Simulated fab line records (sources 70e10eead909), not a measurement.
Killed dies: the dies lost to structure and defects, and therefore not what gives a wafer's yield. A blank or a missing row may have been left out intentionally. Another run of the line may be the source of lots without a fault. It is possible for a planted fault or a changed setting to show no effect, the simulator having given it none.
fab line records	flow nandHarc
record: lots: 6	wafers: 18	lastDay: 33
route steps=1302 shown A_M0@1157 A_M1@1169
lots that met no fault: taken from a fault-free run of the same line
startH: the number of hours between the record's first day and the start of the first shown wafer of the lot	waitH: hours elapsed since this lot's preceding step	" unchanged from the row above	L1.1+2: a single row standing in for several wafers	- value missing, or start not given	* or withheld: withheld	< > ~ a bound
route shown NAME@n: NAME is a module with steps in the file, n the number in the route of the first one	usual: average and standard deviation across the fault-free wafers	same: alike in all rows	chamber/n: place in a boat	sites: readings site by site	_std_site: the values' standard deviation	_edge_site: mean of outer sites minus mean of inner sites	radiusMm: how far each site lies from the wafer's centre	mask NAME#n: copy n	behind: the most recent tool/chamber to have shaped the wafer	hold: the reason the lot was held/the length of the hold in hours/how it ended	device: transistor that didn't switch, given as n, p or np	end of line: the same wafers' tests at the end of the route	a step without rows: its recipe alone	killed: dies that structure and defects cost at the first sort, which is not the same as the wafer's yield	map: a wafer's dies, marking killed ones x, the rest . and places with no die _
set.NAME: setting as actually run; set.NAME@STEP: the setting as run at that earlier step	model.NAME: the simulator's own value behind a step, which no gauge read
lots seen at some steps along the route; tables by step, rows by wafer
services: from which hour (startH, from the record's first day; less than 0 if before it) a tool's chamber was out of use, for how many hours, and why
== steps ==
step: NHARC_A_M0_PRE_CLEAN_29
recipe: timeS: 30	tempC: 280	gas: H2/He
usual: heaterPowerW: 396/43	susceptorTempC: 280.01/0.18
lot.wafer	tool	chamber	startH	waitH	heaterPowerW	susceptorTempC
L272.3	pvdSputter-01	-	-	-	429	280.17
L272.2	"	-	"	"	358	280.25
L272.5	"	-	"	"	440	280.09
L276.1	pvdSputter-03	-	-	-	379	-
L276.3	"	-	"	"	452	-
L276.4	"	-	"	"	364	-
L291.4	pvdSputter-02	-	-	-	395	279.88
L291.2	"	-	"	"	365	280.11
L291.5	"	-	"	"	342	280.18
L293.3	pvdSputter-01	-	-	-	448	279.73
L293.2	"	-	"	"	412	280.01
L293.5	"	-	"	"	319	280.06
L292.1	pvdSputter-02	-	-	-	401	280.15
L292.2	"	-	"	"	345	279.59
L292.6	"	-	"	"	400	279.81
L294.2	pvdSputter-01	-	-	-	399	280.14
L294.1	"	-	"	"	318	279.88
L294.5	"	-	"	"	410	280.29
step: NHARC_A_M0_PVD_20
recipe: targetThkA: 50	biasV: 168.6	powerW: 15000	chamberPressurePa: 0.12	timeS: 8.06	substrateTempC: 50	material: TaN
usual: chamberPressurePa: 0.11998/0.00024	throttleValvePct: 29.9/1.1
lot.wafer	tool	chamber	startH	waitH	chamberPressurePa	throttleValvePct
L272.2	pvdSputter-01	-	-	-	0.12	30.3
L272.3	"	-	"	"	0.11953	29.8
L272.5	"	-	"	"	0.12017	29.9
L276.1	pvdSputter-03	-	-	-	0.11977	30.0
L276.4	"	-	"	"	0.12001	28.7
L276.3	"	-	"	"	0.12028	31.5
L291.4	pvdSputter-02	-	-	-	0.11993	31.5
L291.2	"	-	"	"	0.11945	29.7
L291.5	"	-	"	"	0.12004	29.0
L293.2	pvdSputter-01	-	-	-	0.1199	30.9
L293.3	"	-	"	"	0.11967	29.6
L293.5	"	-	"	"	0.12014	29.8
L292.1	pvdSputter-02	-	-	-	0.12012	30.1
L292.2	"	-	"	"	0.12025	29.0
L292.6	"	-	"	"	0.1196	29.8
L294.2	pvdSputter-01	-	-	-	0.12005	30.9
L294.1	"	-	"	"	0.12026	29.5
L294.5	"	-	"	"	0.11945	29.0
step: NHARC_A_M0_PVD_21
recipe: targetThkA: 300	chamberPressurePa: 5	powerW: 5000	substrateTempC: 30	timeS: 20.49	material: Cu
usual: chamberPressurePa: 5.000/0.0093	throttleValvePct: 29.9/1.1
lot.wafer	tool	chamber	startH	waitH	chamberPressurePa	throttleValvePct
L272.3	pvdSputter-01	-	-	-	5.010	30.1
L272.2	"	-	"	"	4.999	27.7
L272.5	"	-	"	"	5.000	30.3
L276.3	pvdSputter-03	-	-	-	5.006	30.2
L276.4	"	-	"	"	5.000	30.1
L276.1	"	-	"	"	4.993	31.5
L291.4	pvdSputter-02	-	-	-	4.990	31.3
L291.2	"	-	"	"	4.992	29.1
L291.5	"	-	"	"	4.988	30.0
L293.3	pvdSputter-01	-	-	-	4.993	26.9
L293.2	"	-	"	"	4.994	30.7
L293.5	"	-	"	"	4.994	26.7
L292.2	pvdSputter-02	-	-	-	4.998	31.7
L292.1	"	-	"	"	5.001	30.1
L292.6	"	-	"	"	4.994	31.4
L294.1	pvdSputter-01	-	-	-	4.994	29.7
L294.2	"	-	"	"	4.995	26.9
L294.5	"	-	"	"	4.992	27.1
step: NHARC_A_M0_ECD_22
recipe: targetThkA: 4000	bathTempC: 25	material: Cu
step: NHARC_A_M0_ANNEAL_30
recipe: tempC: 225	timeS: 90
usual: wafer_temp_C_max: 225.94/0.26
lot.wafer	tool	chamber	startH	waitH	wafer_temp_C_max
L272.2	rtpAnneal-01	0	537.38	-	226.09
L272.3	"	0	"	"	225.90
L272.5	"	0	"	"	225.86
L276.1	rtpAnneal-01	0	590.72	-	225.90
L276.3	"	0	"	"	226.08
L276.4	"	0	"	"	225.69
L291.2	rtpAnneal-02	0	732.69	0.3	226.24
L291.4	"	0	"	"	225.88
L291.5	"	0	"	"	225.90
L293.2	rtpAnneal-01	0	744.35	0.3	225.59
L293.3	"	0	"	"	226.00
L293.5	"	0	"	"	225.90
L294.1	rtpAnneal-01	0	745.40	-	225.83
L294.2	"	0	"	"	225.92
L294.5	"	0	"	"	225.65
L292.1	rtpAnneal-01	0	745.71	0.3	225.49
L292.2	"	0	"	"	225.96
L292.6	"	0	"	"	225.85
step: NHARC_A_M0_CMP_23
recipe: tOverpolishS: 20	targetThkNm: 113.75
step: NHARC_A_M0_THK_MEAS_24
recipe: thkMeasGauge: xrf
usual: thkNm: 113.9/1.4
lot.wafer	tool	chamber	startH	waitH	thkNm
L272.2	filmMetro-01	-	537.99	-	117.1
L272.3	"	-	"	"	112.2
L272.5	"	-	"	"	114.9
L276.1	filmMetro-01	-	591.38	-	113.6
L276.3	"	-	"	"	112.2
L276.4	"	-	"	"	114.0
L291.2	filmMetro-02	-	733.30	-	111.8
L291.4	"	-	"	"	114.6
L291.5	"	-	"	"	111.8
L293.2	filmMetro-01	-	744.96	-	113.8
L293.3	"	-	"	"	112.2
L293.5	"	-	"	"	112.2
L294.1	filmMetro-01	-	746.07	-	112.6
L294.2	"	-	"	"	112.0
L294.5	"	-	"	"	114.5
L292.1	filmMetro-02	-	746.38	-	114.5
L292.2	"	-	"	"	112.7
L292.6	"	-	"	"	113.5
step: NHARC_A_M0_SRD_25
step: NHARC_A_M0_INSPECT_27
usual: rawDefectCount: 519/130
lot.wafer	tool	chamber	startH	waitH	rawDefectCount
L272.2	defectInspect-01	-	538.15	0.0	611
L272.3	"	-	"	"	524
L272.5	"	-	"	"	551
L276.1	defectInspect-01	-	591.54	0.0	533
L276.3	"	-	"	"	485
L276.4	"	-	"	"	504
L291.2	defectInspect-02	-	733.45	0.0	632
L291.4	"	-	"	"	816
L291.5	"	-	"	"	567
L293.2	defectInspect-02	-	745.11	0.0	817
L293.3	"	-	"	"	539
L293.5	"	-	"	"	482
L294.1	defectInspect-01	-	746.23	0.0	546
L294.2	"	-	"	"	569
L294.5	"	-	"	"	385
L292.1	defectInspect-01	-	746.53	0.0	487
L292.2	"	-	"	"	535
L292.6	"	-	"	"	484
step: NHARC_A_M0_PRE_CLEAN_31
recipe: timeS: 12	tempC: 370	rfPowerW: 300	gas: NH3
step: NHARC_A_M0_DEP_32
recipe: targetThkA: 300	tempC: 370	targetThkNm: 30	pressureTorr: 3	flowSccm: 200	rfW: 450	material: SiCN
usual: chamberPressureTorr: 3.000/0.007	heaterPowerOuterW: 335/67	heaterPowerW: 590/100	susceptorTempC: 370.01/0.22
lot.wafer	tool	chamber	startH	waitH	chamberPressureTorr	heaterPowerOuterW	heaterPowerW	sinceWetCleanH	susceptorTempC
L272.2	pecvd-02	2	538.33	0.1	3.005	448	680	117	369.93
L272.3	"	0	"	"	2.995	259	505	117	369.84
L272.5	"	0	"	"	2.993	268	493	-	370.04
L276.1	pecvd-01	0	591.73	0.1	2.999	335	629	87	370.15
L276.3	"	1	"	"	3.009	376	701	87	370.10
L276.4	"	1	"	"	2.997	382	700	-	370.21
L291.2	pecvd-02	2	733.64	0.1	2.998	416	628	131	370.00
L291.5	"	1	"	"	2.982	314	564	-	370.05
L291.4	"	2	"	"	2.986	412	643	-	370.50
L293.3	pecvd-01	2	745.26	0.1	3.000	295	520	59	370.18
L293.2	"	0	"	"	2.991	346	662	59	370.10
L293.5	"	2	"	"	3.000	292	502	-	370.11
L294.2	pecvd-01	2	746.42	0.1	3.001	321	522	60	370.37
L294.1	"	0	"	"	2.993	348	668	60	369.86
L294.5	"	1	"	"	2.997	451	803	-	370.01
L292.2	pecvd-01	1	747.04	0.4	2.993	406	742	61	369.90
L292.1	"	0	"	"	3.002	409	714	61	369.56
L292.6	"	2	"	"	3.013	233	422	-	369.62
step: NHARC_A_M1_DEP_00
recipe: targetThkA: 1825	targetThkNm: 182.5	tempC: withheld	pressureTorr: 5	flowSccm: 200	rfW: 600	material: SiOC
usual: chamberPressureTorr: 4.999/0.01	rfFwdPowerW: 599.0/1.8
lot.wafer	tool	chamber	startH	waitH	chamberPressureTorr	rfFwdPowerW	sinceWetCleanH
L272.2	pecvd-01	1	538.71	-	4.986	600.9	33
L272.3	"	2	"	"	4.998	594.9	34
L272.5	"	2	"	"	4.995	596.6	-
L276.1	pecvd-01	2	592.08	-	4.996	601.3	87
L276.3	"	0	"	"	5.004	599.2	87
L276.4	"	1	"	"	5.005	601.5	-
L291.2	pecvd-01	2	734.02	-	-	-	-
L291.4	"	2	"	"	-	-	-
L291.5	"	1	"	"	-	-	-
L293.2	pecvd-03	1	745.68	-	5.005	598.4	5
L293.3	"	2	"	"	5.004	600.6	5
L293.5	"	0	"	"	4.999	598.0	-
L294.1	pecvd-01	1	746.77	-	5.007	597.6	61
L294.2	"	2	"	"	5.001	602.3	61
L294.5	"	0	"	"	5.010	597.6	-
L292.2	pecvd-01	1	747.43	-	-	-	-
L292.1	"	2	"	"	-	-	-
L292.6	"	2	"	"	-	-	-
step: NHARC_A_M1_DEHYDRATE_01
recipe: tempC: 150	timeS: 120
== services ==
tool	chamber	startH	hours	kind
pvdSputter-01	-	527.98	5.3	repair
pvdSputter-03	-	534.32	10.0	pm
pecvd-03	-	547.04	13.0	pm
pvdSputter-01	-	582.00	10.0	pm
pecvd-02	-	589.55	13.0	pm
pecvd-02	0	589.55	13.0	ventCycle
pecvd-02	1	589.55	13.0	ventCycle
pecvd-01	-	624.61	0.8	repair
pvdSputter-02	-	638.00	10.0	pm
pecvd-03	-	656.17	0.4	repair
pecvd-01	-	673.27	13.0	pm
pecvd-01	0	673.27	13.0	ventCycle
pecvd-01	1	673.27	13.0	ventCycle
pecvd-01	2	673.27	13.0	ventCycle
pecvd-01	0	686.27	-	clean
pecvd-01	1	686.27	-	clean
pecvd-01	2	686.27	-	clean
pvdSputter-03	-	691.71	2.1	repair
pvdSputter-03	-	712.32	10.0	pm
pecvd-03	-	728.04	13.0	pm
pvdSputter-01	-	730.29	0.8	repair
pecvd-01	0	732.04	4.3	repair
pvdSputter-01	-	735.41	2.4	repair
rtpAnneal-02	-	744.00	12.0	pm
== key ==
firstSign: step: NHARC_A_M1_DEP_00	reading: toolRecord	direction: missing
effect none on later readings
metAt NHARC_A_M1_DEP_00
struckWafers L291.2,L291.4,L291.5,L292.1,L292.2,L292.6
laterRowsLeftOut L291.2,L291.4,L291.5,L292.1,L292.2,L292.6
sortLeftOut L291.2,L291.4,L291.5,L292.1,L292.2,L292.6
onsetBetween 592.08 734.02
fault: kind: skippedStepWhole	tool: pecvd-01	chamber: -	onsetH: 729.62	steps: NHARC_A_M1_DEP_00	scope: struckLotsOnly
sortLeftOut: the simulated sort isn't trusted on such a fault, so these wafers' sort isn't shown, and their yield isn't known
laterRowsLeftOut: the simulator's readings of these wafers behind a module that went badly wrong aren't trusted and aren't shown, but for the sort
